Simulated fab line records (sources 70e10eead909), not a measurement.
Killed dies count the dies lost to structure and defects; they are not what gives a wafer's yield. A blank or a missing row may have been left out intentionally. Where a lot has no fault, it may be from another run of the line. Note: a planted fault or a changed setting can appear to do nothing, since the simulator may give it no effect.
fab line records	flow nand_harc
record: lots: 24	wafers: 72	last_day: 34
route steps=1302 shown A_CONTACT@1013
lots with no fault: from the same line, run without faults
start_h: start of the lot's first displayed wafer, in hours after the record's first day	wait_h: hours from the lot's prior step to this one	" unchanged from the row above	L1.1+2: several wafers, shown together as one row	- no value, or no start given	* or withheld: withheld	< > ~ a bound
route shown NAME@n: a module of which the file shows steps, and the number in the route of the first	usual: mean/standard deviation taken from wafers without a fault	same: alike in all rows	chamber/n: place in a boat	sites: the reading at each site	_std_site: their standard deviation	_edge_site: the outer-site mean with the inner-site mean subtracted	radius_mm: for every site, how far away it sits from the centre of the wafer	mask NAME#n: copy n	behind: tool/chamber where the wafer was last shaped	hold: cause of the lot's hold/its duration in hours/its outcome	device: the n, p or np transistor that did not switch	end of line: the tests these same wafers got at the end of their route	a step given without rows: its recipe and nothing more	killed: at the first sort, the dies lost to defects and structure; wafer yield is something else	map: the dies of a wafer, with x for killed, . for not killed, _ for no die there
set.NAME: the run value of the setting; set.NAME@STEP: its run value at that earlier step	model.NAME: the simulator's own value behind a step, which no gauge read
the route's steps for a sample of lots (tables are steps, rows are wafers)
services: from which hour (start_h, from the record's first day; less than 0 if before it) a tool's chamber was out of use, for how many hours, and why
== steps ==
step: NHARC_A_CONTACT_ETCH_119
recipe: source_w: withheld	pressure_mtorr: 20	bias_v: 3000	time_s: 190	target_depth_a: 18500	ar_flow_sccm: withheld	c4f8_flow_sccm: withheld	o2_flow_sccm: withheld	chemistry: C4F8/O2/Ar
lot.wafer	tool	chamber	start_h	wait_h	rf_hours_counter_h
L074.4	har_cap_etch-03	0	490.69	0.1	-
L074.5	"	1	"	"	-
L074.6	"	0	"	"	-
L076.2	har_cap_etch-03	0	506.18	0.1	45
L076.1	"	1	"	"	45
L076.5	"	1	"	"	-
L075.1	har_cap_etch-02	1	506.58	0.1	85
L075.6	"	1	"	"	-
L075.5	"	0	"	"	-
L078.1	har_cap_etch-03	1	515.30	0.1	48
L078.3	"	1	"	"	-
L078.6	"	1	"	"	-
L077.1	har_cap_etch-03	1	522.48	0.1	51
L077.4	"	0	"	"	-
L077.6	"	1	"	"	-
L079.1	har_cap_etch-01	0	523.07	0.2	3
L079.3	"	1	"	"	-
L079.5	"	0	"	"	-
L081.1	har_cap_etch-01	0	539.88	0.1	7
L081.3	"	1	"	"	-
L081.5	"	1	"	"	-
L080.2	har_cap_etch-03	0	544.01	0.1	57
L080.3	"	1	"	"	-
L080.6	"	1	"	"	-
L083.2	har_cap_etch-01	1	568.41	0.1	12
L083.1	"	0	"	"	12
L083.4	"	1	"	"	-
L082.2	har_cap_etch-03	1	573.22	0.1	60
L082.4	"	0	"	"	-
L082.5	"	1	"	"	-
L085.3	har_cap_etch-02	1	589.61	0.1	-
L085.5	"	1	"	"	-
L085.6	"	0	"	"	-
L084.2	har_cap_etch-01	1	590.76	0.1	17
L084.6	"	1	"	"	-
L084.5	"	0	"	"	-
L087.1	har_cap_etch-01	1	613.81	0.1	21
L087.6	"	1	"	"	-
L087.5	"	0	"	"	-
L086.2	har_cap_etch-02	1	615.97	0.1	106
L086.6	"	0	"	"	-
L086.5	"	1	"	"	-
L088.3	har_cap_etch-02	1	636.18	0.1	-
L088.6	"	1	"	"	-
L088.5	"	0	"	"	-
L091.1	har_cap_etch-02	0	641.99	0.1	110
L091.3	"	0	"	"	-
L091.5	"	1	"	"	-
L090.2	har_cap_etch-01	0	644.05	0.1	26
L090.1	"	1	"	"	26
L090.6	"	1	"	"	-
L089.1	har_cap_etch-03	1	644.61	0.1	70
L089.3	"	0	"	"	-
L089.5	"	0	"	"	-
L092.2	har_cap_etch-02	1	665.74	0.2	116
L092.4	"	0	"	"	-
L092.3	"	1	"	"	-
L093.2	har_cap_etch-02	1	690.63	0.1	119
L093.5	"	0	"	"	-
L093.6	"	1	"	"	-
L095.1	har_cap_etch-01	1	690.87	0.1	34
L095.3	"	1	"	"	-
L095.6	"	0	"	"	-
L094.2	har_cap_etch-03	1	693.82	0.1	78
L094.4	"	1	"	"	-
L094.5	"	1	"	"	-
L096.1	har_cap_etch-03	0	709.87	0.1	82
L096.2	"	1	"	"	82
L096.3	"	1	"	"	-
L097.1	har_cap_etch-02	0	733.77	0.1	125
L097.2	"	1	"	"	125
L097.3	"	0	"	"	-
step: NHARC_A_CONTACT_ETCH_121
recipe: source_w: withheld	pressure_mtorr: 20	bias_v: 3000	time_s: 190	target_depth_a: 18500	ar_flow_sccm: withheld	c4f8_flow_sccm: withheld	o2_flow_sccm: withheld	chemistry: C4F8/O2/Ar
lot.wafer	tool	chamber	start_h	wait_h	rf_hours_counter_h
L074.4	har_cap_etch-03	0	491.03	0.1	-
L074.5	"	1	"	"	-
L074.6	"	0	"	"	-
L076.2	har_cap_etch-03	0	506.52	0.1	45
L076.1	"	1	"	"	45
L076.5	"	1	"	"	-
L075.1	har_cap_etch-02	1	506.92	0.1	85
L075.6	"	1	"	"	-
L075.5	"	0	"	"	-
L078.1	har_cap_etch-03	1	515.64	0.1	49
L078.3	"	1	"	"	-
L078.6	"	1	"	"	-
L077.1	har_cap_etch-03	1	522.83	0.1	51
L077.4	"	0	"	"	-
L077.6	"	1	"	"	-
L079.1	har_cap_etch-01	0	523.53	0.2	3
L079.3	"	1	"	"	-
L079.5	"	0	"	"	-
L081.1	har_cap_etch-01	0	540.22	0.1	7
L081.3	"	1	"	"	-
L081.5	"	1	"	"	-
L080.2	har_cap_etch-03	0	544.42	0.2	57
L080.3	"	1	"	"	-
L080.6	"	1	"	"	-
L083.2	har_cap_etch-01	1	568.76	0.1	13
L083.1	"	0	"	"	13
L083.4	"	1	"	"	-
L082.2	har_cap_etch-03	1	573.55	0.1	61
L082.4	"	0	"	"	-
L082.5	"	1	"	"	-
L085.3	har_cap_etch-02	1	589.95	0.1	-
L085.5	"	1	"	"	-
L085.6	"	0	"	"	-
L084.2	har_cap_etch-01	1	591.10	0.1	17
L084.6	"	1	"	"	-
L084.5	"	0	"	"	-
L087.1	har_cap_etch-01	1	614.15	0.1	21
L087.6	"	1	"	"	-
L087.5	"	0	"	"	-
L086.2	har_cap_etch-02	1	616.31	0.1	106
L086.6	"	0	"	"	-
L086.5	"	1	"	"	-
L088.3	har_cap_etch-02	1	636.52	0.1	-
L088.6	"	1	"	"	-
L088.5	"	0	"	"	-
L091.1	har_cap_etch-02	0	642.33	0.1	111
L091.3	"	0	"	"	-
L091.5	"	1	"	"	-
L090.2	har_cap_etch-01	0	644.39	0.1	26
L090.1	"	1	"	"	26
L090.6	"	1	"	"	-
L089.1	har_cap_etch-03	1	644.94	0.1	70
L089.3	"	0	"	"	-
L089.5	"	0	"	"	-
L092.2	har_cap_etch-02	1	666.19	0.2	117
L092.4	"	0	"	"	-
L092.3	"	1	"	"	-
L093.2	har_cap_etch-02	1	690.97	0.1	119
L093.5	"	0	"	"	-
L093.6	"	1	"	"	-
L095.1	har_cap_etch-01	1	691.21	0.1	35
L095.3	"	1	"	"	-
L095.6	"	0	"	"	-
L094.2	har_cap_etch-03	1	694.16	0.1	78
L094.4	"	1	"	"	-
L094.5	"	1	"	"	-
L096.1	har_cap_etch-03	0	710.22	0.1	82
L096.2	"	1	"	"	82
L096.3	"	1	"	"	-
L097.1	har_cap_etch-02	0	734.11	0.1	126
L097.2	"	1	"	"	126
L097.3	"	0	"	"	-
step: NHARC_A_CONTACT_ETCH_76
recipe: target_depth_a: 2600	over_etch_frac: 0.3	time_s: 475.3	ion_energy_ev: 200	n2_flow_sccm: 150	h2_flow_sccm: 150	ar_flow_sccm: 0	rf_w: 400	bias_w: 150	chemistry: N2/H2
usual: drypump_motor_current_A: 5.68/0.23	oes_product_au: 1.000/0.0097	rf_vpp_V: 429.8/2.9	showerhead_plenum_p_Torr: 2.02/0.1	throttle_valve_pct: 14.171/0.0092
lot.wafer	tool	chamber	start_h	wait_h	drypump_motor_current_A	oes_product_au	rf_hours_counter_h	rf_vpp_V	showerhead_plenum_p_Torr	throttle_valve_pct
L074.4	rie_diel-01	0	-	-	5.49	1.000	48	427.9	1.98	14.154
L074.6	"	1	"	"	6.07	1.007	-	429.0	1.99	14.173
L074.5	"	2	"	"	6.09	1.003	-	428.8	1.93	14.182
L076.2	rie_diel-08	0	-	-	5.72	0.990	45	425.4	1.88	14.168
L076.1	"	2	"	"	5.88	0.999	44	427.0	1.92	14.175
L076.5	"	0	"	"	5.75	0.992	-	426.2	1.88	14.177
L075.1	rie_diel-05	2	-	-	5.70	1.006	12	425.5	1.88	14.175
L075.6	"	1	"	"	5.42	0.985	-	432.7	2.11	14.176
L075.5	"	2	"	"	5.71	1.007	-	426.1	1.88	14.177
L078.1	rie_diel-01	1	-	-	6.11	0.996	54	429.1	1.99	14.150
L078.3	"	2	"	"	6.11	1.004	44	426.7	1.93	14.176
L078.6	"	1	"	"	6.10	1.000	-	430.7	1.99	14.148
L077.1	rie_diel-05	0	-	-	5.51	0.997	17	430.6	2.03	14.178
L077.4	"	1	"	"	5.45	0.986	18	433.0	2.11	14.171
L077.6	"	1	"	"	5.43	0.975	-	433.0	2.11	14.175
L079.1	rie_diel-05	0	-	-	5.52	1.009	17	429.5	2.03	14.179
L079.3	"	2	"	"	5.72	1.007	16	425.8	1.88	14.187
L079.5	"	0	"	"	5.52	1.007	-	430.2	2.03	14.162
L081.1	rie_diel-01	2	-	-	6.11	0.993	51	426.9	1.93	14.185
L081.3	"	3	"	"	5.68	0.999	55	428.9	1.94	14.166
L081.5	"	2	"	"	6.11	0.982	-	427.7	1.93	14.177
L080.3	rie_diel-05	2	-	-	5.67	1.012	19	425.7	1.88	14.159
L080.2	"	1	"	"	5.44	0.987	20	433.2	2.11	14.177
L080.6	"	3	"	"	5.65	0.986	-	427.0	1.92	14.175
L083.4	rie_diel-01	2	-	-	6.11	0.998	3	427.1	1.92	14.170
L083.2	"	3	"	"	5.70	0.988	3	427.5	1.94	14.163
L083.1	"	0	"	"	5.43	1.002	3	428.1	1.97	14.167
L082.4	rie_diel-01	1	-	-	6.08	1.006	5	427.9	1.98	14.171
L082.2	"	2	"	"	6.12	0.992	5	427.8	1.92	14.166
L082.5	"	1	"	"	6.08	1.013	-	428.4	1.98	14.168
L085.3	rie_diel-05	1	-	-	5.43	0.993	0	430.7	2.11	14.173
L085.5	"	1	"	"	5.44	1.008	-	432.9	2.11	14.178
L085.6	"	2	"	"	5.70	1.025	-	435.5	2.22	14.176
L084.2	rie_diel-08	0	-	-	5.76	0.993	14	434.0	2.21	14.163
L084.5	"	1	"	"	5.52	1.000	-	435.0	2.17	14.168
L084.6	"	2	"	"	5.84	1.000	-	427.4	1.91	14.170
L087.1	rie_diel-05	1	-	-	5.42	1.006	2	432.3	2.11	14.173
L087.6	"	0	"	"	5.47	1.007	-	431.0	2.03	14.167
L087.5	"	1	"	"	5.43	1.005	-	433.6	2.11	14.169
L086.2	rie_diel-05	0	-	-	5.50	1.005	5	431.1	2.03	14.190
L086.5	"	3	"	"	5.66	0.995	-	426.0	1.91	14.164
L086.6	"	0	"	"	5.49	1.002	-	429.6	2.03	14.169
L088.3	rie_diel-01	3	-	-	5.64	0.986	30	427.6	1.93	14.171
L088.5	"	1	"	"	6.10	0.999	-	429.3	1.97	14.159
L088.6	"	2	"	"	6.08	0.996	-	425.9	1.91	14.178
L091.3	rie_diel-05	2	-	-	5.71	1.020	10	434.2	2.21	14.190
L091.1	"	1	"	"	5.39	0.997	8	433.1	2.11	14.179
L091.5	"	0	"	"	5.53	0.994	-	430.9	2.02	14.177
L090.2	rie_diel-08	1	-	-	5.50	1.020	30	436.2	2.16	14.162
L090.1	"	2	"	"	5.85	0.983	28	427.1	1.90	14.176
L090.6	"	2	"	"	5.81	0.990	-	426.9	1.91	14.184
L089.3	rie_diel-05	2	-	-	5.72	1.017	11	435.6	2.21	14.162
L089.1	"	0	"	"	5.49	0.996	11	431.3	2.02	14.182
L089.5	"	0	"	"	5.51	0.999	-	431.7	2.02	14.168
L092.3	rie_diel-05	3	-	-	5.66	1.002	12	428.6	1.91	14.173
L092.2	"	1	"	"	5.42	0.988	13	432.6	2.10	14.169
L092.4	"	2	"	"	5.72	1.013	15	433.5	2.21	14.159
L093.2	rie_diel-05	2	-	-	5.74	1.019	19	435.6	2.21	14.184
L093.5	"	0	"	"	5.54	1.004	-	429.5	2.02	14.183
L093.6	"	1	"	"	5.41	0.998	-	432.8	2.10	14.170
L095.1	rie_diel-01	0	-	-	5.46	0.998	48	428.3	1.96	14.164
L095.3	"	1	"	"	6.06	1.005	49	427.4	1.97	14.200
L095.6	"	0	"	"	5.48	0.999	-	428.6	1.96	14.165
L094.2	rie_diel-05	0	-	-	5.50	1.010	20	429.0	2.02	14.161
L094.4	"	1	"	"	5.44	1.004	18	431.1	2.10	14.153
L094.5	"	0	"	"	5.52	1.004	-	430.7	2.02	14.188
L096.1	rie_diel-08	2	-	-	5.84	0.998	46	426.4	1.90	14.185
L096.2	"	0	"	"	5.75	0.995	45	435.0	2.20	14.170
L096.3	"	1	"	"	5.50	1.002	46	433.0	2.16	14.163
L097.1	rie_diel-05	0	-	-	5.50	1.007	26	430.4	2.02	14.183
L097.3	"	1	"	"	5.43	1.002	25	432.2	2.10	14.167
L097.2	"	3	"	"	5.64	0.994	23	426.8	1.91	14.161
step: NHARC_A_CONTACT_ETCH_127
recipe: source_w: withheld	pressure_mtorr: 20	bias_v: 3000	time_s: 197	target_depth_a: 19180	ar_flow_sccm: withheld	c4f8_flow_sccm: withheld	o2_flow_sccm: withheld	chemistry: C4F8/O2/Ar
lot.wafer	tool	chamber	start_h	wait_h	rf_hours_counter_h
L074.4	har_cap_etch-02	1	503.34	0.1	-
L074.6	"	0	"	"	-
L074.5	"	1	"	"	-
L076.1	har_cap_etch-01	0	515.35	0.1	0
L076.2	"	1	"	"	0
L076.5	"	0	"	"	-
L075.1	har_cap_etch-02	0	516.15	0.1	88
L075.6	"	1	"	"	-
L075.5	"	0	"	"	-
L078.1	har_cap_etch-03	1	524.56	0.1	52
L078.3	"	0	"	"	-
L078.6	"	0	"	"	-
L077.1	har_cap_etch-01	1	534.13	0.1	5
L077.4	"	0	"	"	-
L077.6	"	0	"	"	-
L079.1	har_cap_etch-03	1	534.77	0.1	54
L079.3	"	0	"	"	-
L079.5	"	1	"	"	-
L081.1	har_cap_etch-02	0	549.18	0.1	95
L081.3	"	0	"	"	-
L081.5	"	1	"	"	-
L080.2	har_cap_etch-01	1	554.89	0.1	10
L080.3	"	1	"	"	-
L080.6	"	0	"	"	-
L083.1	har_cap_etch-02	1	577.93	0.1	98
L083.2	"	0	"	"	98
L083.4	"	1	"	"	-
L082.2	har_cap_etch-01	0	582.34	0.1	14
L082.4	"	0	"	"	-
L082.5	"	0	"	"	-
L085.3	har_cap_etch-02	0	599.67	0.1	-
L085.6	"	1	"	"	-
L085.5	"	0	"	"	-
L084.2	har_cap_etch-01	1	599.95	0.1	18
L084.6	"	0	"	"	-
L084.5	"	1	"	"	-
L087.1	har_cap_etch-03	0	629.19	0.2	66
L087.5	"	0	"	"	-
L087.6	"	1	"	"	-
L086.2	har_cap_etch-01	1	630.81	0.1	22
L086.6	"	0	"	"	-
L086.5	"	1	"	"	-
L088.3	har_cap_etch-02	0	647.85	0.1	-
L088.5	"	1	"	"	-
L088.6	"	0	"	"	-
L091.1	har_cap_etch-01	0	652.51	0.1	27
L091.3	"	1	"	"	-
L091.5	"	0	"	"	-
L090.2	har_cap_etch-03	1	653.60	0.1	71
L090.1	"	0	"	"	71
L090.6	"	1	"	"	-
L089.1	har_cap_etch-02	0	655.61	0.1	114
L089.3	"	0	"	"	-
L089.5	"	0	"	"	-
L092.2	har_cap_etch-01	0	675.14	0.1	32
L092.3	"	0	"	"	-
L092.4	"	1	"	"	-
L093.2	har_cap_etch-02	0	700.55	0.2	120
L093.5	"	1	"	"	-
L093.6	"	0	"	"	-
L095.1	har_cap_etch-01	1	701.35	0.1	36
L095.3	"	1	"	"	-
L095.6	"	0	"	"	-
L094.2	har_cap_etch-03	0	706.50	0.1	79
L094.4	"	0	"	"	-
L094.5	"	1	"	"	-
L096.2	har_cap_etch-01	0	719.25	0.1	39
L096.1	"	1	"	"	39
L096.3	"	0	"	"	-
L097.2	har_cap_etch-02	0	748.95	0.1	127
L097.1	"	1	"	"	127
L097.3	"	0	"	"	-
step: NHARC_A_CONTACT_CD_MEAS_08
recipe: target_cd_nm: 200	landing_energy_ev: 500
usual: cd_nm: 200.3/0.6
lot.wafer	tool	chamber	start_h	wait_h	cd_nm
L074.4	cd_sem-01	0	508.73	-	201.0
L074.5	"	0	"	"	200.9
L074.6	"	0	"	"	200.6
L076.1	cd_sem-02	0	521.19	-	201.0
L076.2	"	0	"	"	199.5
L076.5	"	0	"	"	199.7
L075.1	cd_sem-01	0	523.82	-	199.4
L075.5	"	0	"	"	199.2
L075.6	"	0	"	"	199.8
L078.1	cd_sem-02	0	533.46	-	199.3
L078.3	"	0	"	"	199.9
L078.6	"	0	"	"	199.6
L077.1	cd_sem-03	0	540.64	-	200.6
L077.4	"	0	"	"	200.8
L077.6	"	0	"	"	200.9
L079.1	cd_sem-02	0	542.27	-	200.0
L079.3	"	0	"	"	200.2
L079.5	"	0	"	"	200.5
L081.1	cd_sem-02	0	555.15	-	201.1
L081.3	"	0	"	"	201.3
L081.5	"	0	"	"	200.8
L080.2	cd_sem-01	0	560.80	-	200.3
L080.3	"	0	"	"	200.9
L080.6	"	0	"	"	200.8
L083.1	cd_sem-02	0	583.41	-	199.8
L083.2	"	0	"	"	200.2
L083.4	"	0	"	"	200.4
L082.2	cd_sem-01	0	588.37	-	200.9
L082.4	"	0	"	"	200.3
L082.5	"	0	"	"	201.5
L085.3	cd_sem-02	0	605.93	-	200.1
L085.5	"	0	"	"	199.8
L085.6	"	0	"	"	199.5
L084.2	cd_sem-03	0	606.30	-	200.2
L084.5	"	0	"	"	199.7
L084.6	"	0	"	"	199.9
L087.1	cd_sem-01	0	636.16	-	200.7
L087.5	"	0	"	"	199.5
L087.6	"	0	"	"	200.2
L086.2	cd_sem-01	0	636.38	-	200.6
L086.5	"	0	"	"	200.1
L086.6	"	0	"	"	200.0
L088.3	cd_sem-02	0	654.23	-	199.0
L088.5	"	0	"	"	200.1
L088.6	"	0	"	"	200.0
L091.1	cd_sem-02	0	657.97	-	200.4
L091.3	"	0	"	"	200.1
L091.5	"	0	"	"	199.9
L090.1	cd_sem-01	0	659.69	-	200.1
L090.2	"	0	"	"	200.0
L090.6	"	0	"	"	200.0
L089.1	cd_sem-01	0	663.38	-	199.6
L089.3	"	0	"	"	199.6
L089.5	"	0	"	"	199.7
L092.2	cd_sem-01	0	680.73	-	200.7
L092.3	"	0	"	"	200.7
L092.4	"	0	"	"	200.8
L093.2	cd_sem-02	0	706.53	-	200.8
L093.5	"	0	"	"	200.5
L093.6	"	0	"	"	200.7
L095.1	cd_sem-02	0	706.89	-	199.3
L095.3	"	0	"	"	199.6
L095.6	"	0	"	"	200.6
L094.2	cd_sem-03	0	712.02	-	199.0
L094.4	"	0	"	"	199.8
L094.5	"	0	"	"	200.3
L096.1	cd_sem-02	0	724.78	-	200.2
L096.2	"	0	"	"	200.0
L096.3	"	0	"	"	199.7
L097.1	cd_sem-01	0	754.34	-	200.9
L097.2	"	0	"	"	200.3
L097.3	"	0	"	"	200.5
step: NHARC_A_CONTACT_ETCH_98
recipe: target_depth_a: 200	over_etch_frac: 0.5	time_s: 10	ion_energy_ev: 250	c4f6_flow_sccm: 25	o2_flow_sccm: 20	ar_flow_sccm: 500	rf_w: 600	bias_w: 500	chemistry: C4F6/O2
usual: drypump_motor_current_A: 5.71/0.22	oes_product_au: 0.952/0.019	rf_vpp_V: 546/3.8	showerhead_plenum_p_Torr: 3.89/0.19	throttle_valve_pct: 26.903/0.01
lot.wafer	tool	chamber	start_h	wait_h	drypump_motor_current_A	oes_product_au	rf_hours_counter_h	rf_vpp_V	showerhead_plenum_p_Torr	throttle_valve_pct
L074.4	rie_diel-01	1	-	-	6.07	0.937	50	544	3.84	26.901
L074.6	"	2	"	"	6.11	0.949	-	543	3.74	26.894
L074.5	"	3	"	"	5.73	0.954	-	543	3.77	26.883
L076.2	rie_diel-05	2	-	-	5.71	0.944	16	542	3.65	26.913
L076.1	"	3	"	"	5.68	0.951	15	541	3.72	26.907
L076.5	"	1	"	"	5.45	0.944	-	548	4.04	26.918
L075.1	rie_diel-01	2	-	-	6.13	0.993	44	543	3.74	26.910
L075.5	"	3	"	"	5.72	1.013	-	544	3.77	26.913
L075.6	"	0	"	"	5.43	0.991	-	545	3.82	26.897
L078.3	rie_diel-01	1	-	-	6.09	0.970	59	545	3.83	26.909
L078.1	"	3	"	"	5.67	0.938	53	543	3.76	26.890
L078.6	"	1	"	"	6.11	0.967	-	546	3.83	26.904
L077.1	rie_diel-05	1	-	-	5.45	0.921	20	549	4.04	26.887
L077.4	"	2	"	"	5.74	0.950	18	542	3.64	26.909
L077.6	"	0	"	"	5.51	0.936	-	545	3.91	26.881
L079.1	rie_diel-05	0	-	-	5.49	0.950	20	547	3.91	26.905
L079.3	"	2	"	"	5.73	0.942	18	540	3.64	26.922
L079.5	"	3	"	"	5.66	0.931	-	543	3.71	26.905
L081.1	rie_diel-05	3	-	-	5.66	0.943	20	542	3.71	26.903
L081.3	"	0	"	"	5.49	0.928	22	547	3.90	26.890
L081.5	"	3	"	"	5.66	0.946	-	544	3.71	26.916
L080.3	rie_diel-05	0	-	-	5.53	0.940	23	546	3.91	26.911
L080.2	"	1	"	"	5.44	0.940	22	550	4.04	26.897
L080.6	"	1	"	"	5.43	0.933	-	551	4.04	26.894
L083.2	rie_diel-01	2	-	-	6.13	0.928	11	542	3.72	26.907
L083.1	"	3	"	"	5.68	0.923	8	544	3.75	26.908
L083.4	"	0	"	"	5.45	0.958	7	546	3.81	26.908
L082.2	rie_diel-08	0	-	-	5.76	0.938	13	552	4.22	26.895
L082.4	"	2	"	"	5.87	0.945	12	542	3.70	26.892
L082.5	"	0	"	"	5.77	0.951	-	552	4.22	26.910
L084.2	rie_diel-01	1	-	-	6.10	0.972	22	546	3.81	26.879
L084.6	"	3	"	"	5.70	0.945	-	542	3.75	26.871
L084.5	"	0	"	"	5.43	0.955	-	544	3.80	26.913
L085.3	rie_diel-05	3	609.89	0.1	5.65	0.955	2	543	3.71	26.924
L085.5	"	0	"	"	5.53	0.953	-	546	3.90	26.913
L085.6	"	2	"	"	5.70	0.969	-	553	4.23	26.903
L086.2	rie_diel-08	1	-	-	5.50	0.953	27	551	4.13	26.891
L086.6	"	0	"	"	5.77	0.927	-	552	4.21	26.905
L086.5	"	1	"	"	5.50	0.959	-	550	4.13	26.895
L087.1	rie_diel-08	0	-	-	5.75	0.957	27	553	4.21	26.885
L087.6	"	2	"	"	5.85	0.945	-	541	3.70	26.907
L087.5	"	3	"	"	5.94	0.949	-	544	3.79	26.915
L088.3	rie_diel-01	1	-	-	6.09	0.931	36	545	3.80	26.887
L088.5	"	1	"	"	6.09	0.933	-	545	3.80	26.901
L088.6	"	2	"	"	6.13	0.942	-	543	3.71	26.901
L091.3	rie_diel-08	3	-	-	5.97	0.940	29	542	3.79	26.888
L091.1	"	0	"	"	5.75	0.940	31	553	4.21	26.910
L091.5	"	2	"	"	5.82	0.929	-	541	3.69	26.903
L090.1	rie_diel-08	3	-	-	5.94	0.930	29	545	3.79	26.898
L090.2	"	1	"	"	5.51	0.955	32	552	4.13	26.903
L090.6	"	3	"	"	5.96	0.929	-	543	3.79	26.914
L089.3	rie_diel-05	1	-	-	5.44	0.956	12	551	4.03	26.916
L089.1	"	3	"	"	5.65	1.012	12	542	3.70	26.913
L089.5	"	2	"	"	5.71	0.968	-	553	4.22	26.908
L092.2	rie_diel-05	2	-	-	5.70	0.968	16	553	4.22	26.906
L092.3	"	3	"	"	5.66	0.945	14	543	3.70	26.915
L092.4	"	1	"	"	5.45	0.951	14	550	4.03	26.911
L093.2	rie_diel-05	2	-	-	5.70	0.949	22	553	4.21	26.902
L093.5	"	1	"	"	5.43	0.937	-	550	4.03	26.897
L093.6	"	2	"	"	5.71	0.939	-	553	4.21	26.898
L095.1	rie_diel-08	2	-	-	5.87	0.943	44	544	3.68	26.898
L095.3	"	0	"	"	5.75	0.965	43	552	4.20	26.901
L095.6	"	2	"	"	5.87	0.955	-	543	3.69	26.906
L094.2	rie_diel-08	1	715.36	0.1	5.51	1.013	45	552	4.12	26.922
L094.5	"	2	"	"	5.85	0.973	-	543	3.68	26.904
L094.4	"	0	"	"	5.79	0.995	-	552	4.20	26.908
L096.3	rie_diel-05	3	-	-	5.68	0.943	21	542	3.70	26.892
L096.2	"	0	"	"	5.50	0.946	22	545	3.89	26.906
L096.1	"	2	"	"	5.72	0.951	23	553	4.21	26.916
L097.2	rie_diel-08	3	-	-	5.93	0.958	9	544	3.78	26.894
L097.3	"	0	"	"	5.76	0.959	9	552	4.19	26.909
L097.1	"	1	"	"	5.50	0.965	7	551	4.11	26.889
== services ==
tool	chamber	start_h	hours	kind
rie_diel-01	0	483.12	3.1	repair
har_cap_etch-01	-	497.01	17.0	pm
har_cap_etch-01	0	497.01	17.0	vent_cycle
har_cap_etch-01	1	497.01	17.0	vent_cycle
har_cap_etch-01	0	514.01	-	clean
har_cap_etch-01	1	514.01	-	clean
har_cap_etch-01	1	514.01	-	consumable_replace:focus_ring
har_cap_etch-01	-	532.44	0.2	repair
rie_diel-08	-	549.95	9.0	pm
rie_diel-01	-	559.61	9.0	pm
rie_diel-08	3	561.34	3.8	repair
rie_diel-08	2	573.35	5.6	repair
rie_diel-01	1	638.78	4.6	repair
rie_diel-05	3	646.49	9.0	repair
rie_diel-01	3	676.45	2.4	repair
rie_diel-08	3	711.05	8.7	repair
rie_diel-01	0	724.39	9.6	repair
rie_diel-08	-	726.95	9.0	pm
rie_diel-01	-	736.61	9.0	pm
rie_diel-05	1	750.74	4.2	repair
har_cap_etch-02	-	754.00	17.0	pm
har_cap_etch-02	0	754.00	17.0	vent_cycle
har_cap_etch-02	1	754.00	17.0	vent_cycle
rie_diel-05	-	761.15	9.0	pm
== key ==
fault none
